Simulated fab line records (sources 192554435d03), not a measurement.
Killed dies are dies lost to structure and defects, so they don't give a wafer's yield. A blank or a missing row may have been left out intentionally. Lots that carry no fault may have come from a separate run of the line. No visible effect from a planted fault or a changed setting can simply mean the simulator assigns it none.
Lot-split experiment || flow n5_finfet || 7 lots, 21 wafers read, on a route of 1938 steps

SPLIT DETAILS
At N5_BEOL_M11_EXPOSE_08 (exposes mask M11), the setting dose_mj was moved away from the recipe's 53.75 on 6 of the 21 wafers read, by -6.5% to +6.6%. For the rest of the wafers, this setting stayed at what the recipe calls for.

FROM THE SPLIT TO THE READING: what the file shows between them, 18 steps
- N5_BEOL_M11_PEB_09: peb time 60 s
- N5_BEOL_M11_DEVELOP_10: develop time 30 s
- N5_BEOL_M11_CD_MEAS_11: target cd 64.1 nm
- N5_BEOL_M11_DESCUM_16: chemistry O2, time 7.9 s
- N5_BEOL_M11_ETCH_61: etches SiARC in CF4, target depth 39 nm, time 65 s
- N5_BEOL_M11_ETCH_62: etches SOC in N2/H2, target depth 110 nm, overetch 22 nm, time 165 s
- N5_BEOL_M11_STRIP_68: strips in N2/H2
- N5_BEOL_M11_STRIP_67: strips in CF4
- N5_BEOL_M11_HM_OPEN_17: chemistry Cl2/BCl3, target TiN, target depth 20 nm, overetch 6 nm
- N5_BEOL_M11_STRIP_19: strips in O2
- N5_BEOL_M11_CD_MEAS_18: pitch 140 nm, target cd 70 nm
- N5_BEOL_M11_COAT_63: time 60 s, resist thk 100 nm
- N5_BEOL_M11_COAT_64: time 60 s, resist thk 30 nm
- N5_BEOL_M11_STRIP_77: strips in N2/H2, time 10 s
- N5_BEOL_M11_HM_STRIP_39: strips TiN in peroxide tin strip, target depth 25 nm, time 158 s
- N5_BEOL_M11_SRD_40: time 30 s
- N5_BEOL_M11_PRECLEAN_42: cleans in residue remover, time 60 s
- N5_BEOL_M11_SRD_43: time 30 s

THE READING
cd_nm, in nm, at N5_BEOL_M11_CD_MEAS_35 (target cd 70 nm). On this fab line, fault-free wafers typically give 70.1 nm with a standard deviation of 0.69 nm.

{"wafer": "L076.1", "tool, chamber at the split": "arfi_scanner-03, 0", "dose_mj as run": 53.75, "against the recipe": "recipe", "cd_nm, nm": 70.3, "against lot-mates on the recipe": "-"}
{"wafer": "L076.4", "tool, chamber at the split": "arfi_scanner-03, 0", "dose_mj as run": 53.75, "against the recipe": "recipe", "cd_nm, nm": 69.9, "against lot-mates on the recipe": "-"}
{"wafer": "L076.5", "tool, chamber at the split": "arfi_scanner-03, 0", "dose_mj as run": 53.75, "against the recipe": "recipe", "cd_nm, nm": 69.6, "against lot-mates on the recipe": "-"}
{"wafer": "L075.2", "tool, chamber at the split": "arfi_scanner-01, 0", "dose_mj as run": 53.75, "against the recipe": "recipe", "cd_nm, nm": 70.0, "against lot-mates on the recipe": "-"}
{"wafer": "L075.3", "tool, chamber at the split": "arfi_scanner-01, 0", "dose_mj as run": 57.32, "against the recipe": "+6.6%", "cd_nm, nm": 74.0, "against lot-mates on the recipe": "+4.0"}
{"wafer": "L075.4", "tool, chamber at the split": "arfi_scanner-01, 0", "dose_mj as run": 57.32, "against the recipe": "+6.6%", "cd_nm, nm": 74.5, "against lot-mates on the recipe": "+4.5"}
{"wafer": "L078.1", "tool, chamber at the split": "arfi_scanner-01, 0", "dose_mj as run": 53.75, "against the recipe": "recipe", "cd_nm, nm": 69.4, "against lot-mates on the recipe": "-"}
{"wafer": "L078.4", "tool, chamber at the split": "arfi_scanner-01, 0", "dose_mj as run": 53.75, "against the recipe": "recipe", "cd_nm, nm": 68.9, "against lot-mates on the recipe": "-"}
{"wafer": "L078.6", "tool, chamber at the split": "arfi_scanner-01, 0", "dose_mj as run": 53.75, "against the recipe": "recipe", "cd_nm, nm": 69.8, "against lot-mates on the recipe": "-"}
{"wafer": "L084.1", "tool, chamber at the split": "arfi_scanner-03, 0", "dose_mj as run": 53.75, "against the recipe": "recipe", "cd_nm, nm": 68.5, "against lot-mates on the recipe": "-"}
{"wafer": "L084.2", "tool, chamber at the split": "arfi_scanner-03, 0", "dose_mj as run": 53.75, "against the recipe": "recipe", "cd_nm, nm": 69.6, "against lot-mates on the recipe": "-"}
{"wafer": "L084.5", "tool, chamber at the split": "arfi_scanner-03, 0", "dose_mj as run": 53.75, "against the recipe": "recipe", "cd_nm, nm": 69.5, "against lot-mates on the recipe": "-"}
{"wafer": "L090.1", "tool, chamber at the split": "arfi_scanner-02, 0", "dose_mj as run": 53.75, "against the recipe": "recipe", "cd_nm, nm": 69.3, "against lot-mates on the recipe": "-"}
{"wafer": "L090.2", "tool, chamber at the split": "arfi_scanner-02, 0", "dose_mj as run": 50.25, "against the recipe": "-6.5%", "cd_nm, nm": 66.1, "against lot-mates on the recipe": -3.5}
{"wafer": "L090.4", "tool, chamber at the split": "arfi_scanner-02, 0", "dose_mj as run": 53.75, "against the recipe": "recipe", "cd_nm, nm": 69.9, "against lot-mates on the recipe": "-"}
{"wafer": "L095.1", "tool, chamber at the split": "arfi_scanner-01, 0", "dose_mj as run": 56.71, "against the recipe": "+5.5%", "cd_nm, nm": 73.9, "against lot-mates on the recipe": "+3.5"}
{"wafer": "L095.2", "tool, chamber at the split": "arfi_scanner-01, 0", "dose_mj as run": 53.75, "against the recipe": "recipe", "cd_nm, nm": 70.4, "against lot-mates on the recipe": "-"}
{"wafer": "L095.6", "tool, chamber at the split": "arfi_scanner-01, 0", "dose_mj as run": 56.71, "against the recipe": "+5.5%", "cd_nm, nm": 73.3, "against lot-mates on the recipe": "+2.9"}
{"wafer": "L094.1", "tool, chamber at the split": "arfi_scanner-03, 0", "dose_mj as run": 53.75, "against the recipe": "recipe", "cd_nm, nm": 71.5, "against lot-mates on the recipe": "-"}
{"wafer": "L094.3", "tool, chamber at the split": "arfi_scanner-03, 0", "dose_mj as run": 55.56, "against the recipe": "+3.4%", "cd_nm, nm": 73.6, "against lot-mates on the recipe": "+2.5"}
{"wafer": "L094.5", "tool, chamber at the split": "arfi_scanner-03, 0", "dose_mj as run": 53.75, "against the recipe": "recipe", "cd_nm, nm": 70.6, "against lot-mates on the recipe": "-"}

THE FIT
A straight line over all 21 wafers: cd_nm changes by +0.667 nm for each +1% of dose_mj; r = +0.94; the points scatter about the line by 0.73 nm.
The same after taking each lot's own level away (the mean of its wafers on the recipe; 21 wafers): +0.601 nm for each +1%; r = +0.98; scatter 0.38 nm.
The reading moves by 4 nm for the largest change in dose_mj, on that fit.
The lots' own levels span 69.20 to 71.05 nm, that is 2.7 times the standard deviation above.
Hence the slope depends on the lot-to-lot level, as the two fits are not the same.
Check: for one of the wafers moved furthest among these (+6.6%), held out of the fit, the line's prediction against its lot-mates is +4.07 nm. Against them it came out at +4 nm.

THE WHOLE CHAIN: every reading that the file lists as answering this split, in the file's order
{"step": "N5_BEOL_M11_CD_MEAS_11", "what it does": "target cd 64.1 nm", "reading": "cd_nm", "change (the file's fit)": "+0.558 nm for each +1% of the setting", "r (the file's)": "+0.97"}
{"step": "N5_BEOL_M11_ETCH_61", "what it does": "etches SiARC in CF4, target depth 39 nm, time 65 s", "reading": "BEOL_M11.cd_offset_nm (the simulator's own value, which no gauge read)", "change (the file's fit)": "+0.546 nm for each +1% of the setting", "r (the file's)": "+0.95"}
{"step": "N5_BEOL_M11_ETCH_62", "what it does": "etches SOC in N2/H2, target depth 110 nm, overetch 22 nm, time 165 s", "reading": "BEOL_M11.cd_offset_nm (the simulator's own value, which no gauge read)", "change (the file's fit)": "+0.568 nm for each +1% of the setting", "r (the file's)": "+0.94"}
{"step": "N5_BEOL_M11_HM_OPEN_17", "what it does": "chemistry Cl2/BCl3, target TiN, target depth 20 nm, overetch 6 nm", "reading": "BEOL_M11.cd_offset_nm (the simulator's own value, which no gauge read)", "change (the file's fit)": "+0.589 nm for each +1% of the setting", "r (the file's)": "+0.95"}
{"step": "N5_BEOL_M11_CD_MEAS_18", "what it does": "pitch 140 nm, target cd 70 nm", "reading": "cd_nm", "change (the file's fit)": "+0.579 nm for each +1% of the setting", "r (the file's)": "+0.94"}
{"step": "N5_BEOL_M11_CD_MEAS_35", "what it does": "target cd 70 nm", "reading": "cd_nm", "change (the file's fit)": "+0.597 nm for each +1% of the setting", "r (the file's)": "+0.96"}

FILE'S OWN FIT
cd_nm changes by +0.597 nm for each +1% of dose_mj, r = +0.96.
